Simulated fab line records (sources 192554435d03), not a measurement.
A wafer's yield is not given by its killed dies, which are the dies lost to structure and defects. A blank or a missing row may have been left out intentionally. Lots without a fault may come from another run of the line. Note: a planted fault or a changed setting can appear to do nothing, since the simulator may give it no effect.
Comparing a struck lot with a sound one | flow n5_finfet | 43 steps out of a route of 1938
Sound: wafers L192.1, L192.3, L192.6. Struck: wafers L190.3, L190.4, L190.6. The cause is given at the end.
Order at every step that has rows: each side's tool, ch and its chambers, its first start. Under that, the readings that differ: sound wafers | struck wafers | difference of the means | sigmas: that difference in standard deviations of wafers without a fault.
alike: words and numbers the same on both sides, and readings whose means are apart by under 2 such deviations; not compared: readings that were withheld, readings missing a value for some wafer, numbers with overlapping values and no deviation given by the record, and bounds like >300 which may hide the same value.
A row with sigmas, a row that says differs or no value, or rows on one side alone: a step with any of these is where the two part. Non-overlapping numbers with no deviation appear without sigmas and do not part them. A reading that every wafer of one side lacks parts them only if that side has two wafers or more.

first, 10 steps without rows for these wafers: N5_DUMMY_GATE_ETCH_23 (etches poly-Si in HBr/Cl2/O2, target depth 41 nm, time 22.3 s); N5_DUMMY_GATE_ETCH_44 (etches poly-Si in HBr/O2, stops on SiO2, target depth 127.5 nm); N5_DUMMY_GATE_ETCH_42 (etches SiO2 in CHF3/O2, target depth 3.5 nm, time 31 s); N5_DUMMY_GATE_STRIP_48 (strips in N2/H2, time 20 s); N5_DUMMY_GATE_PRECLEAN_33 (cleans in dHF, time 10 s); N5_DUMMY_GATE_PRECLEAN_25 (cleans in O3/DIW, time 45 s); N5_DUMMY_GATE_PRECLEAN_51 (cleans in SC2, time 45 s); N5_DUMMY_GATE_SRD_26 (time 30 s); N5_DUMMY_GATE_UV_OZONE_45 (time 120 s); N5_SPACER0_ALD_07 (deposits SiNx, target thk 2 nm).
N5_SPACER0_ALD_00: deposits SiOCN, target thk 3.5 nm, pulse time 3 s, purge time 2 s.
  sound on ald_sin-02 ch 0,1,2, day 8 20:44; struck on ald_sin-04 ch 0,2, day 8 00:20
  alike: heater_power_w, precursor_pulse_height_rel
then, 1 step without rows for these wafers: N5_SPACER0_ALD_08 (deposits SiNx, target thk 2 nm).
N5_SPACER0_INSPECT_04: inspects for defects (darkfield).
  struck on defect_inspect-02, day 8 00:49; sound on defect_inspect-01, day 8 21:10
  reading          | sound       | struck      | difference | sigmas
  raw_defect_count | 104 152 199 | 482 561 489 | +359       | +9
then, 8 steps without rows for these wafers: N5_SD_EPI_N_COAT_32 (time 60 s, resist thk 350 nm); N5_SD_EPI_N_COAT_33 (time 60 s, resist thk 35 nm); N5_SD_EPI_N_COAT_03 (resist thk 150 nm); N5_SD_EPI_N_EBR_05; N5_SD_EPI_N_SOFTBAKE_04 (time 60 s); N5_SD_EPI_N_EXPOSE_06 (exposes mask SD N BLK, target cd 120 nm); N5_SD_EPI_N_PEB_07 (peb time 60 s); N5_SD_EPI_N_DEVELOP_08 (develop time 30 s).
N5_SD_EPI_N_INSPECT_11: inspects for defects (macro).
  struck on defect_inspect-01, day 8 01:16; sound on defect_inspect-02, day 8 21:37
  reading          | sound | struck         | difference | sigmas
  raw_defect_count | 2 2 6 | >300 >300 >300 | differs    |
then, 16 steps without rows for these wafers: N5_SD_EPI_N_DESCUM_14 (chemistry O2, time 7.9 s); N5_SD_EPI_N_ETCH_34 (etches SiARC in CF4, target depth 45.5 nm, time 75.8 s); N5_SD_EPI_N_ETCH_35 (etches SOC in N2/H2, overetch 108 nm, time 486 s); N5_SD_EPI_N_STRIP_36 (strips in N2/H2); N5_SD_EPI_N_ETCHBACK_44 (etches SiNx in CH3F/O2, stops on SiO2, target depth 14.5 nm); N5_SD_EPI_N_ETCH_45 (etches SiOCN in CH3F/O2, target depth 6 nm); N5_SD_EPI_N_ETCH_16 (etches SiO2 in CHF3/O2, target depth 5 nm); N5_SD_EPI_N_STRIP_47 (strips in CHF3/O2); N5_SD_EPI_N_SD_RECESS_17 (chemistry HBr/Cl2/O2, target depth 41 nm, time 23.7 s, bt time 3 s); N5_SD_EPI_N_STRIP_38 (strips in N2/H2); N5_SD_EPI_N_WET_ETCH_43 (etches SiO2 in dHF, time 14 s, target depth 1.5 nm); N5_SD_EPI_N_STRIP_18 (strips in SPM, time 750 s); N5_SD_EPI_N_SRD_20 (time 30 s); N5_SD_EPI_N_PRECLEAN_48 (cleans in NF3:NH3, afs cycles 2, time 20 s, sublimation time 60 s); N5_SD_EPI_N_VAPOR_ETCH_50 (etches Si in HCl, time 54 s); N5_SD_EPI_N_EPI_21 (deposits Si:P, time 690 s).
N5_SD_EPI_N_INSPECT_26: inspects for defects (darkfield).
  struck on defect_inspect-02, day 8 06:00; sound on defect_inspect-02, day 9 01:58
  reading          | sound       | struck      | difference | sigmas
  raw_defect_count | 228 251 333 | 551 602 565 | +302       | +8
N5_SD_EPI_P_INSPECT_26: inspects for defects (darkfield).
  struck on defect_inspect-02, day 8 10:56; sound on defect_inspect-02, day 9 06:10
  reading          | sound       | struck      | difference | sigmas
  raw_defect_count | 200 185 175 | 530 617 567 | +385       | +11
N5_SD_ACTIVATION_INSPECT_02: inspects for defects (darkfield).
  struck on defect_inspect-01, day 8 11:55; sound on defect_inspect-02, day 9 07:00
  reading          | sound       | struck      | difference | sigmas
  raw_defect_count | 193 189 175 | 513 594 520 | +357       | +10
-- a jump in the record: the struck wafers' starts before and after are 7 days apart (it breaks off in module SD_ACTIVATION and resumes in module BEOL_M4, where the first step shown is number 1111 of the route) --
N5_BEOL_M4_RC_MEAS_101:
  sound on prober-02 ch 0, day 15 11:35; struck on prober-01 ch 0, day 15 03:02
  reading        | sound             | struck            | difference | sigmas
  IOFF_P (nA/um) | 0.222 0.236 0.247 | 0.183 0.167 0.135 | -0.073     | -3
  ION_P (uA/um)  | 466 468 461       | 446 450 443       | -19        | -3
  alike: DIBL_N, DIBL_P, IOFF_N, ION_N, SS_N, SS_P, VT_N, VT_P
-- here the record skips 5 days between the struck wafers' starts before and after, leaving off in module BEOL_M4 and picking up in module PASSIVATION (first step shown: number 1936 of the route) --
N5_PASSIVATION_PROBE_49:
  only the struck wafers here have rows in the record (prober-01, day 19 22:59); the sound ones have none

## WHERE THEY PART
First at N5_SPACER0_INSPECT_04; last, within this record, at N5_PASSIVATION_PROBE_49.

WHY: what had been put in by the simulator
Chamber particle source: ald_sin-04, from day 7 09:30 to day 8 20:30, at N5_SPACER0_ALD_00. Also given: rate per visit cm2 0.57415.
